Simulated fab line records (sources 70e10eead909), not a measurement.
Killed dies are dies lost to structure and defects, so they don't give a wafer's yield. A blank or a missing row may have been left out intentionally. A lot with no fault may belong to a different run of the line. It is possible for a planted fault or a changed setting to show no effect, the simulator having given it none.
fab line records :: flow nand_harc
record:
  lots: 6
  wafers: 18
  last_day: 30
route steps=1302 shown P_GATE@119
lots that met no fault: from a run of the same line without faults
start_h: start of the lot's first displayed wafer, in hours after the record's first day :: wait_h: time in hours since the lot's previous step :: " identical to the entry in the row above :: L1.1+2: one row covering several wafers at once :: - no value, or no start given :: * or withheld: withheld :: < > ~ a bound
route shown NAME@n: NAME is a module with steps in the file, n the number in the route of the first one :: usual: mean/standard deviation of fault-free wafers :: same: alike in all rows :: chamber/n: place in a boat :: sites: the reading at each site :: _std_site: standard deviation across them :: _edge_site: the outer-site mean with the inner-site mean subtracted :: radius_mm: how far each site lies from the wafer's centre :: mask NAME#n: copy n :: behind: the most recent tool/chamber to have shaped the wafer :: hold: why the lot went on hold/how many hours it stayed there/how the hold came to an end :: device: whichever transistor did not switch (one of n, p or np) :: end of line: tests of these same wafers at the route's end :: for a step that has no rows: nothing shown but its recipe :: killed: dies lost to structure and defects at the first sort, not the wafer's yield :: map: dies across one wafer; x = killed, . = not, _ = none there
set.NAME: setting as actually run; set.NAME@STEP: the setting as run at that earlier step :: model.NAME: the simulator's own value behind a step, which no gauge read
a table for each step, a row for each wafer; lots at some steps of the route
services: when a tool's chamber went out of use (start_h, in hours from the record's first day, below 0 if earlier), for how many hours, and the reason
== steps ==
step: NHARC_P_GATE_EXPOSE_08
recipe:
  na: 0.6
  dose_mj: 16.75
  mask_id: P_HV
step: NHARC_P_GATE_PEB_09
recipe:
  peb_temp_c: 118
  peb_time_s: 85
step: NHARC_P_GATE_DEVELOP_10
recipe:
  time_s: 70
step: NHARC_P_GATE_CD_MEAS_11
recipe:
  target_cd_nm: 1640
  landing_energy_ev: 500
usual:
  cd_nm: 1638.9/1.6
lot.wafer: L165.3
tool: cd_sem-03
chamber: 0
start_h: 96.86
wait_h: -
cd_nm: 1637.5

lot.wafer: L165.5
tool: cd_sem-03
chamber: 0
start_h: 96.86
wait_h: -
cd_nm: 1635.8

lot.wafer: L165.6
tool: cd_sem-03
chamber: 0
start_h: 96.86
wait_h: -
cd_nm: 1636.7

lot.wafer: L167.1
tool: cd_sem-03
chamber: 0
start_h: 122.44
wait_h: -
cd_nm: 1636.3

lot.wafer: L167.3
tool: cd_sem-03
chamber: 0
start_h: 122.44
wait_h: -
cd_nm: 1636.3

lot.wafer: L167.6
tool: cd_sem-03
chamber: 0
start_h: 122.44
wait_h: -
cd_nm: 1637.8

lot.wafer: L168.3
tool: cd_sem-01
chamber: 0
start_h: 127.17
wait_h: -
cd_nm: 1638.0

lot.wafer: L168.5
tool: cd_sem-01
chamber: 0
start_h: 127.17
wait_h: -
cd_nm: 1639.8

lot.wafer: L168.6
tool: cd_sem-01
chamber: 0
start_h: 127.17
wait_h: -
cd_nm: 1637.0

lot.wafer: L169.1
tool: cd_sem-01
chamber: 0
start_h: 137.23
wait_h: -
cd_nm: 1637.6

lot.wafer: L169.4
tool: cd_sem-01
chamber: 0
start_h: 137.23
wait_h: -
cd_nm: 1638.6

lot.wafer: L169.6
tool: cd_sem-01
chamber: 0
start_h: 137.23
wait_h: -
cd_nm: 1639.1

lot.wafer: L173.3
tool: cd_sem-02
chamber: 0
start_h: 182.15
wait_h: -
cd_nm: 1636.6

lot.wafer: L173.4
tool: cd_sem-02
chamber: 0
start_h: 182.15
wait_h: -
cd_nm: 1636.9

lot.wafer: L173.5
tool: cd_sem-02
chamber: 0
start_h: 182.15
wait_h: -
cd_nm: 1637.5

lot.wafer: L180.1
tool: cd_sem-02
chamber: 0
start_h: 251.37
wait_h: -
cd_nm: 1637.9

lot.wafer: L180.4
tool: cd_sem-02
chamber: 0
start_h: 251.37
wait_h: -
cd_nm: 1640.2

lot.wafer: L180.5
tool: cd_sem-02
chamber: 0
start_h: 251.37
wait_h: -
cd_nm: 1638.0
step: NHARC_P_GATE_HARDBAKE_12
recipe:
  temp_c: 125
  time_s: 80
step: NHARC_P_GATE_DESCUM_13
recipe:
  time_s: 3
  o2_flow_sccm: 200
  ar_flow_sccm: 0
  bias_power_w: 0
  chemistry: O2
usual:
  drypump_motor_current_A: 5.6/0.52
  oes_product_au: 0.997/0.01
  rf_vpp_V: 58.0/0.88
  showerhead_plenum_p_Torr: 1.98/0.082
  throttle_valve_pct: 11.311/0.0091
lot.wafer: L165.3
tool: rie_diel-08
chamber: 0
start_h: 97.04
wait_h: -
drypump_motor_current_A: 5.1
oes_product_au: 0.993
rf_hours_counter_h: 2.9
rf_vpp_V: 59.0
showerhead_plenum_p_Torr: 1.86
throttle_valve_pct: 11.304

lot.wafer: L165.5
tool: rie_diel-08
chamber: 2
start_h: 97.04
wait_h: -
drypump_motor_current_A: 5.8
oes_product_au: 0.981
rf_hours_counter_h: -
rf_vpp_V: 57.4
showerhead_plenum_p_Torr: 2.00
throttle_valve_pct: 11.307

lot.wafer: L165.6
tool: rie_diel-08
chamber: 3
start_h: 97.04
wait_h: -
drypump_motor_current_A: 5.3
oes_product_au: 0.984
rf_hours_counter_h: -
rf_vpp_V: 58.3
showerhead_plenum_p_Torr: 1.95
throttle_valve_pct: 11.314

lot.wafer: L167.1
tool: rie_diel-10
chamber: 3
start_h: 122.60
wait_h: -
drypump_motor_current_A: 5.2
oes_product_au: 0.995
rf_hours_counter_h: 3.2
rf_vpp_V: 57.1
showerhead_plenum_p_Torr: 2.06
throttle_valve_pct: 11.304

lot.wafer: L167.3
tool: rie_diel-10
chamber: 0
start_h: 122.60
wait_h: -
drypump_motor_current_A: 6.6
oes_product_au: 1.001
rf_hours_counter_h: 3.2
rf_vpp_V: 57.7
showerhead_plenum_p_Torr: 1.90
throttle_valve_pct: 11.304

lot.wafer: L167.6
tool: rie_diel-10
chamber: 3
start_h: 122.60
wait_h: -
drypump_motor_current_A: 5.2
oes_product_au: 0.996
rf_hours_counter_h: -
rf_vpp_V: 58.1
showerhead_plenum_p_Torr: 2.06
throttle_valve_pct: 11.309

lot.wafer: L168.3
tool: rie_diel-05
chamber: 2
start_h: 127.33
wait_h: -
drypump_motor_current_A: 5.7
oes_product_au: 0.996
rf_hours_counter_h: 3.3
rf_vpp_V: 59.0
showerhead_plenum_p_Torr: 2.06
throttle_valve_pct: 11.335

lot.wafer: L168.6
tool: rie_diel-05
chamber: 2
start_h: 127.33
wait_h: -
drypump_motor_current_A: 5.7
oes_product_au: 1.002
rf_hours_counter_h: -
rf_vpp_V: 58.0
showerhead_plenum_p_Torr: 2.06
throttle_valve_pct: 11.307

lot.wafer: L168.5
tool: rie_diel-05
chamber: 3
start_h: 127.33
wait_h: -
drypump_motor_current_A: 6.2
oes_product_au: 0.989
rf_hours_counter_h: -
rf_vpp_V: 58.2
showerhead_plenum_p_Torr: 2.03
throttle_valve_pct: 11.298

lot.wafer: L169.4
tool: rie_diel-05
chamber: 0
start_h: 137.39
wait_h: -
drypump_motor_current_A: 5.9
oes_product_au: 1.006
rf_hours_counter_h: 4.8
rf_vpp_V: 58.4
showerhead_plenum_p_Torr: 1.93
throttle_valve_pct: 11.305

lot.wafer: L169.1
tool: rie_diel-05
chamber: 3
start_h: 137.39
wait_h: -
drypump_motor_current_A: 6.2
oes_product_au: 0.992
rf_hours_counter_h: 4.1
rf_vpp_V: 57.5
showerhead_plenum_p_Torr: 2.03
throttle_valve_pct: 11.311

lot.wafer: L169.6
tool: rie_diel-05
chamber: 1
start_h: 137.39
wait_h: -
drypump_motor_current_A: 5.1
oes_product_au: 1.021
rf_hours_counter_h: -
rf_vpp_V: 57.1
showerhead_plenum_p_Torr: 2.05
throttle_valve_pct: 11.306

lot.wafer: L173.3
tool: rie_diel-05
chamber: 2
start_h: 182.32
wait_h: -
drypump_motor_current_A: 5.7
oes_product_au: 0.985
rf_hours_counter_h: 5.7
rf_vpp_V: 59.3
showerhead_plenum_p_Torr: 2.06
throttle_valve_pct: 11.305

lot.wafer: L173.4
tool: rie_diel-05
chamber: 0
start_h: 182.32
wait_h: -
drypump_motor_current_A: 5.9
oes_product_au: 0.990
rf_hours_counter_h: 6.5
rf_vpp_V: 57.9
showerhead_plenum_p_Torr: 1.93
throttle_valve_pct: 11.301

lot.wafer: L173.5
tool: rie_diel-05
chamber: 2
start_h: 182.32
wait_h: -
drypump_motor_current_A: 5.7
oes_product_au: 0.983
rf_hours_counter_h: -
rf_vpp_V: 58.0
showerhead_plenum_p_Torr: 2.06
throttle_valve_pct: 11.310

lot.wafer: L180.1
tool: rie_diel-08
chamber: 1
start_h: 251.56
wait_h: -
drypump_motor_current_A: 6.2
oes_product_au: 1.000
rf_hours_counter_h: 2.0
rf_vpp_V: 58.1
showerhead_plenum_p_Torr: 1.94
throttle_valve_pct: 11.325

lot.wafer: L180.4
tool: rie_diel-08
chamber: 2
start_h: 251.56
wait_h: -
drypump_motor_current_A: 5.7
oes_product_au: 1.006
rf_hours_counter_h: 2.4
rf_vpp_V: 57.7
showerhead_plenum_p_Torr: 2.00
throttle_valve_pct: 11.328

lot.wafer: L180.5
tool: rie_diel-08
chamber: 3
start_h: 251.56
wait_h: -
drypump_motor_current_A: 5.3
oes_product_au: 0.998
rf_hours_counter_h: -
rf_vpp_V: 58.0
showerhead_plenum_p_Torr: 1.95
throttle_valve_pct: 11.318
step: NHARC_P_GATE_ETCH_14
recipe:
  target_depth_a: 488
  chemistry: dHF
  material: SiO2
step: NHARC_P_GATE_STRIP_15
recipe:
  time_s: 780
  temp_c: 130
  chemistry: SPM
step: NHARC_P_GATE_PRECLEAN_71
recipe:
  time_s: *
  temp_c: 50
  bath_age_min: 0
  chemistry: SC1
step: NHARC_P_GATE_SRD_72
step: NHARC_P_GATE_OXIDE_16
recipe:
  target_thk_a: 30
  temp_c: 875
  ox_time_s: 392
  material: SiO2
step: NHARC_P_GATE_CVD_17
recipe:
  target_thk_a: 1500
  temp_c: 620
  time_s: 900
  material: poly-Si
step: NHARC_P_GATE_HM_DEP_102
recipe:
  target_thk_a: 1200
  temp_c: 400
  material: aC
usual:
  throttle_valve_pct: 35.001/0.0088
lot.wafer: L165.3
tool: acl_dep-02
chamber: 0
start_h: 109.53
wait_h: 0.6
throttle_valve_pct: 34.987

lot.wafer: L165.5
tool: acl_dep-02
chamber: 0
start_h: 109.53
wait_h: 0.6
throttle_valve_pct: 34.998

lot.wafer: L165.6
tool: acl_dep-02
chamber: 0
start_h: 109.53
wait_h: 0.6
throttle_valve_pct: 34.999

lot.wafer: L167.1
tool: acl_dep-01
chamber: 0
start_h: 134.97
wait_h: 0.4
throttle_valve_pct: 35.003

lot.wafer: L167.3
tool: acl_dep-01
chamber: 0
start_h: 134.97
wait_h: 0.4
throttle_valve_pct: 35.006

lot.wafer: L167.6
tool: acl_dep-01
chamber: 0
start_h: 134.97
wait_h: 0.4
throttle_valve_pct: 34.988

lot.wafer: L168.3
tool: acl_dep-02
chamber: 0
start_h: 139.84
wait_h: 0.6
throttle_valve_pct: 34.994

lot.wafer: L168.5
tool: acl_dep-02
chamber: 0
start_h: 139.84
wait_h: 0.6
throttle_valve_pct: 34.991

lot.wafer: L168.6
tool: acl_dep-02
chamber: 0
start_h: 139.84
wait_h: 0.6
throttle_valve_pct: 34.991

lot.wafer: L169.1
tool: acl_dep-01
chamber: 0
start_h: 150.35
wait_h: 0.4
throttle_valve_pct: 34.995

lot.wafer: L169.4
tool: acl_dep-01
chamber: 0
start_h: 150.35
wait_h: 0.4
throttle_valve_pct: 34.997

lot.wafer: L169.6
tool: acl_dep-01
chamber: 0
start_h: 150.35
wait_h: 0.4
throttle_valve_pct: 34.998

lot.wafer: L173.3
tool: acl_dep-03
chamber: 0
start_h: 197.04
wait_h: 0.6
throttle_valve_pct: 35.014

lot.wafer: L173.4
tool: acl_dep-03
chamber: 0
start_h: 197.04
wait_h: 0.6
throttle_valve_pct: 35.000

lot.wafer: L173.5
tool: acl_dep-03
chamber: 0
start_h: 197.04
wait_h: 0.6
throttle_valve_pct: 35.003

lot.wafer: L173.3
tool: acl_dep-02
chamber: 0
start_h: 199.87
wait_h: 2.7
throttle_valve_pct: 34.996

lot.wafer: L173.4
tool: acl_dep-02
chamber: 0
start_h: 199.87
wait_h: 2.7
throttle_valve_pct: 34.978

lot.wafer: L173.5
tool: acl_dep-02
chamber: 0
start_h: 199.87
wait_h: 2.7
throttle_valve_pct: 34.994

lot.wafer: L180.1
tool: acl_dep-01
chamber: 0
start_h: 271.39
wait_h: 5.3
throttle_valve_pct: 34.994

lot.wafer: L180.4
tool: acl_dep-01
chamber: 0
start_h: 271.39
wait_h: 5.3
throttle_valve_pct: 35.010

lot.wafer: L180.5
tool: acl_dep-01
chamber: 0
start_h: 271.39
wait_h: 5.3
throttle_valve_pct: 35.005

lot.wafer: L180.1
tool: acl_dep-01
chamber: 0
start_h: 273.89
wait_h: 2.4
throttle_valve_pct: 35.004

lot.wafer: L180.4
tool: acl_dep-01
chamber: 0
start_h: 273.89
wait_h: 2.4
throttle_valve_pct: 35.014

lot.wafer: L180.5
tool: acl_dep-01
chamber: 0
start_h: 273.89
wait_h: 2.4
throttle_valve_pct: 34.995
step: NHARC_P_GATE_DEP_103
recipe:
  target_thk_a: 300
  target_thk_nm: 30
  temp_c: 400
  flow_sccm: 200
  rf_w: 350
  material: SiON
usual:
  heater_power_w: 749/100
  rf_fwd_power_W: 348.6/1.1
lot.wafer: L165.3
tool: pecvd-02
chamber: 0
start_h: 109.99
wait_h: 0.3
heater_power_w: 867
rf_fwd_power_W: 347.2
since_wet_clean_h: 51

lot.wafer: L165.6
tool: pecvd-02
chamber: 0
start_h: 109.99
wait_h: 0.3
heater_power_w: 855
rf_fwd_power_W: 345.6
since_wet_clean_h: -

lot.wafer: L165.5
tool: pecvd-02
chamber: 2
start_h: 109.99
wait_h: 0.3
heater_power_w: 782
rf_fwd_power_W: 350.2
since_wet_clean_h: -

lot.wafer: L167.3
tool: pecvd-04
chamber: 1
start_h: 135.62
wait_h: 0.3
heater_power_w: 703
rf_fwd_power_W: 347.6
since_wet_clean_h: 35

lot.wafer: L167.1
tool: pecvd-04
chamber: 0
start_h: 135.62
wait_h: 0.3
heater_power_w: 726
rf_fwd_power_W: 348.6
since_wet_clean_h: 35

lot.wafer: L167.6
tool: pecvd-04
chamber: 0
start_h: 135.62
wait_h: 0.3
heater_power_w: 760
rf_fwd_power_W: 349.6
since_wet_clean_h: -

lot.wafer: L168.3
tool: pecvd-02
chamber: 0
start_h: 140.29
wait_h: 0.3
heater_power_w: 892
rf_fwd_power_W: 348.7
since_wet_clean_h: 81

lot.wafer: L168.6
tool: pecvd-02
chamber: 0
start_h: 140.29
wait_h: 0.3
heater_power_w: 873
rf_fwd_power_W: 347.3
since_wet_clean_h: -

lot.wafer: L168.5
tool: pecvd-02
chamber: 2
start_h: 140.29
wait_h: 0.3
heater_power_w: 823
rf_fwd_power_W: 348.7
since_wet_clean_h: -

lot.wafer: L169.1
tool: pecvd-02
chamber: 0
start_h: 151.08
wait_h: 0.6
heater_power_w: 962
rf_fwd_power_W: 348.2
since_wet_clean_h: 92

lot.wafer: L169.4
tool: pecvd-02
chamber: 1
start_h: 151.08
wait_h: 0.6
heater_power_w: 532
rf_fwd_power_W: 350.6
since_wet_clean_h: -

lot.wafer: L169.6
tool: pecvd-02
chamber: 0
start_h: 151.08
wait_h: 0.6
heater_power_w: 943
rf_fwd_power_W: 347.9
since_wet_clean_h: -

lot.wafer: L173.3
tool: pecvd-04
chamber: 0
start_h: 200.38
wait_h: 0.4
heater_power_w: 685
rf_fwd_power_W: 349.5
since_wet_clean_h: 99

lot.wafer: L173.5
tool: pecvd-04
chamber: 2
start_h: 200.38
wait_h: 0.4
heater_power_w: 703
rf_fwd_power_W: 348.9
since_wet_clean_h: -

lot.wafer: L173.4
tool: pecvd-04
chamber: 0
start_h: 200.38
wait_h: 0.4
heater_power_w: 701
rf_fwd_power_W: 349.7
since_wet_clean_h: -

lot.wafer: L180.1
tool: pecvd-02
chamber: 1
start_h: 274.58
wait_h: 0.6
heater_power_w: 599
rf_fwd_power_W: 347.3
since_wet_clean_h: 34

lot.wafer: L180.4
tool: pecvd-02
chamber: 0
start_h: 274.58
wait_h: 0.6
heater_power_w: 841
rf_fwd_power_W: 349.2
since_wet_clean_h: -

lot.wafer: L180.5
tool: pecvd-02
chamber: 2
start_h: 274.58
wait_h: 0.6
heater_power_w: 674
rf_fwd_power_W: 348.6
since_wet_clean_h: -
== services ==
tool: rie_diel-10
chamber: 2
start_h: 74.46
hours: 11.0
kind: repair

tool: pecvd-04
chamber: -
start_h: 81.80
hours: 2.4
kind: repair

tool: pecvd-04
chamber: -
start_h: 88.00
hours: 13.0
kind: pm

tool: rie_diel-05
chamber: -
start_h: 102.42
hours: 0.9
kind: repair

tool: rie_diel-10
chamber: 2
start_h: 108.65
hours: 3.6
kind: repair

tool: acl_dep-03
chamber: -
start_h: 118.34
hours: 13.0
kind: pm

tool: rie_diel-08
chamber: 3
start_h: 144.36
hours: 9.3
kind: repair

tool: rie_diel-08
chamber: 2
start_h: 149.44
hours: 7.8
kind: repair

tool: pecvd-02
chamber: -
start_h: 152.93
hours: 0.6
kind: repair

tool: rie_diel-08
chamber: 1
start_h: 158.60
hours: 9.4
kind: repair

tool: acl_dep-01
chamber: -
start_h: 190.13
hours: 13.0
kind: pm

tool: rie_diel-08
chamber: -
start_h: 190.80
hours: 9.0
kind: pm

tool: pecvd-04
chamber: -
start_h: 192.41
hours: 0.8
kind: repair

tool: rie_diel-05
chamber: 3
start_h: 203.81
hours: 5.2
kind: repair

tool: pecvd-02
chamber: -
start_h: 227.45
hours: 13.0
kind: pm

tool: pecvd-02
chamber: 0
start_h: 227.45
hours: 13.0
kind: vent_cycle

tool: pecvd-02
chamber: 1
start_h: 227.45
hours: 13.0
kind: vent_cycle

tool: pecvd-02
chamber: 2
start_h: 227.45
hours: 13.0
kind: vent_cycle

tool: rie_diel-05
chamber: -
start_h: 230.28
hours: 9.0
kind: pm

tool: pecvd-02
chamber: 0
start_h: 240.45
hours: -
kind: clean

tool: pecvd-02
chamber: 1
start_h: 240.45
hours: -
kind: clean

tool: rie_diel-10
chamber: -
start_h: 242.50
hours: 9.0
kind: pm

tool: acl_dep-02
chamber: -
start_h: 244.02
hours: 13.0
kind: pm

tool: pecvd-04
chamber: -
start_h: 269.00
hours: 13.0
kind: pm
== key ==
first_sign:
  step: NHARC_P_GATE_HM_DEP_102
  reading: visit
  direction: added
effect none on later readings
met_at NHARC_P_GATE_HM_DEP_102
struck_wafers L173.3,L173.4,L173.5,L180.1,L180.4,L180.5
rows_end L173.3,L173.5
tester_left_out L173,L180
fault:
  kind: repeated_step_whole
  tool: acl_dep-01,acl_dep-02,acl_dep-03
  chamber: -
  onset_h: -
  steps: NHARC_P_GATE_HM_DEP_102
  times: 1
  scope: struck_lots_only
tester_left_out: of these lots the tester's yield and bins aren't shown, on N5 and GAA mostly nor the transistor test; their killed dies are dies lost to structure and defects alone, not to doping, threshold or leakage, so they don't give the yield
rows_end: these wafers met a further fault down the route, and their rows from its step on are left out
